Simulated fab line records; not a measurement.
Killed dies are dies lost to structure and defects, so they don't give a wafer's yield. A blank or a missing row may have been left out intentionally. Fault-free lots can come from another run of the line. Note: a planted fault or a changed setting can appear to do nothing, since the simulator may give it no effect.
A single fault, viewed from 2 desks    flow nand harc    every desk sees just its own numbers, and what lay behind them comes last

== TOOL OWNER'S DESK, rie diel-08 ==
The tool's own readings at NHARC_A_CHANNEL_HOLE_D2_ETCH_16 (etches the open film in O2/COS, target depth 3100 nm, time 806 s): means of the sampled wafers that have a number, for each lot that ran on this tool. A lot is out of limits, marked OUT, if its mean lies more than 4 standard deviations from the usual mean; the brackets give that distance.
Columns: A = drypump motor current A at NHARC_A_CHANNEL_HOLE_D2_ETCH_16, usual 5.8 A; B = oes product au at NHARC_A_CHANNEL_HOLE_D2_ETCH_16, usual 1.001 a.u.; C = rf vpp V at NHARC_A_CHANNEL_HOLE_D2_ETCH_16, usual 313.9 V; D = showerhead plenum p Torr at NHARC_A_CHANNEL_HOLE_D2_ETCH_16, usual 3.11 Torr; E = throttle valve pct at NHARC_A_CHANNEL_HOLE_D2_ETCH_16, usual 28.330 %
lot   first seen here  A    B      C      D     E
L872  day 13 16:20     6.5  1.011  314.6  3.14  28.324
L881  day 17 11:34     6.0  1.005  316.1  3.25  28.330
L885  day 19 08:26     5.8  1.005  314.6  3.12  28.318
L887  day 19 18:27     6.1  1.001  313.2  3.11  28.335
L894  day 22 08:59     6.0  1.008  315.3  3.20  28.328
This desk's verdict: no lot among the 5 shows anything out of limits.

== THE DEFECT DESK ==
For each lot, the counts of the inspections along the route, averaged over the sampled wafers that have a number. A lot is out of limits, marked OUT, if its mean lies more than 4 standard deviations from the usual mean; the brackets give that distance.
Columns: A = raw defect count at NHARC_A_CHANNEL_HOLE_D2_INSPECT_40, usual 280
lot   first seen here  A
L872  day 13 22:43     269
L874  day 14 17:10     322
L875  day 15 09:47     256
L881  day 17 18:52     461
L885  day 19 14:46     782 (+6.0) OUT
L886  day 20 02:56     295
L887  day 20 02:56     817 (+6.5) OUT
L890  day 21 11:10     185
L891  day 22 03:08     213
L894  day 22 15:26     179
L893  day 22 17:07     277
This desk's finding: out of limits on L885, L887; first on L885, day 19 14:46 (raw defect count at NHARC_A_CHANNEL_HOLE_D2_INSPECT_40). L872, L874, L875, L881, L886, L890, L891, L894, L893 stayed within limits.

== PUT TOGETHER ==
The defect desk could have raised an alarm at day 19 14:46, on L885, L887.
Nothing out of limits was seen by the tool owner's desk.
On record at the tool owner's desk: L885, L887, within its limits.
The lots listed all ran NHARC_A_CHANNEL_HOLE_D2_ETCH_16 on rie diel-08.

== WHAT HAD BEEN PUT IN BY THE SIMULATOR ==
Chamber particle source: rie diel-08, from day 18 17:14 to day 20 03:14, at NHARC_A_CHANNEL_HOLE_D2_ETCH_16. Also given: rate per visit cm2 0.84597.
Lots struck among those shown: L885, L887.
Hours from the fault's start to each desk's first reading out of limits: the defect desk, 22.
